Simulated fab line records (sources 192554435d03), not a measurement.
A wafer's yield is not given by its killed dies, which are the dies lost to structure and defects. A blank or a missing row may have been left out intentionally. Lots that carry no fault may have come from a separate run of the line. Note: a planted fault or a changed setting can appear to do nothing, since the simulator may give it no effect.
The tool behind it: which one?	flow n5 finfet	at 1 step of a route of 1938, 12 lots with 36 wafers sampled

## WHAT EACH GAUGE READ, for each wafer
N5_BEOL_M5_OVL_MEAS_12.
lot	measured	on	M5_OVL (nm)
L075	day 8 10:53	overlay-02	-0.6 -0.1 -0.4
L077	day 8 22:44	overlay-02	-0.4 -0.5 -0.1
L079	day 9 00:44	overlay-01	1.3 0.5 0.3
L081	day 9 18:26	overlay-01	0.2 1.2 0.6
L083	day 10 10:44	overlay-02	0.2 1.1 1.3
L086	day 10 23:53	overlay-01	0.0 -0.5 -0.2
L087	day 11 08:13	overlay-01	-0.5 -0.6 0.4
L089	day 11 16:41	overlay-02	0.1 0.1 0.5
L090	day 12 12:46	overlay-02	-0.7 0.0 0.1
L093	day 12 19:49	overlay-01	0.9 -0.5 -0.2
L096	day 13 11:52	overlay-02	-1.2 -0.2 0.3
L097	day 13 23:14	overlay-01	-0.6 0.1 -0.2

## EACH LOT AND THE TOOL THAT RAN IT (in order: tool; ch and the chambers of the sampled wafers; start)
Record: no process step prior to these readings.

## THE ANSWER, worked out from the rows above alone
Rule: usual is defined by the lots themselves. The widest of any qualifying gaps counts: lots, ordered by their means at a reading, are off when they make up no more than a third of the lots, leave a main group of 4 or more, and stand apart from it by 3 or more times the standard deviation of that group's means. Not used: any main group whose means are identical at the precision the tables above print for the reading. Also off: a lot with no number at a reading for which 4 or more lots have one. Where the step has rows for the other lots, those lots are counted as sound.
No lot is off at any reading shown: from this, nothing can be told.

## WHAT THE SIMULATOR HAD INSERTED
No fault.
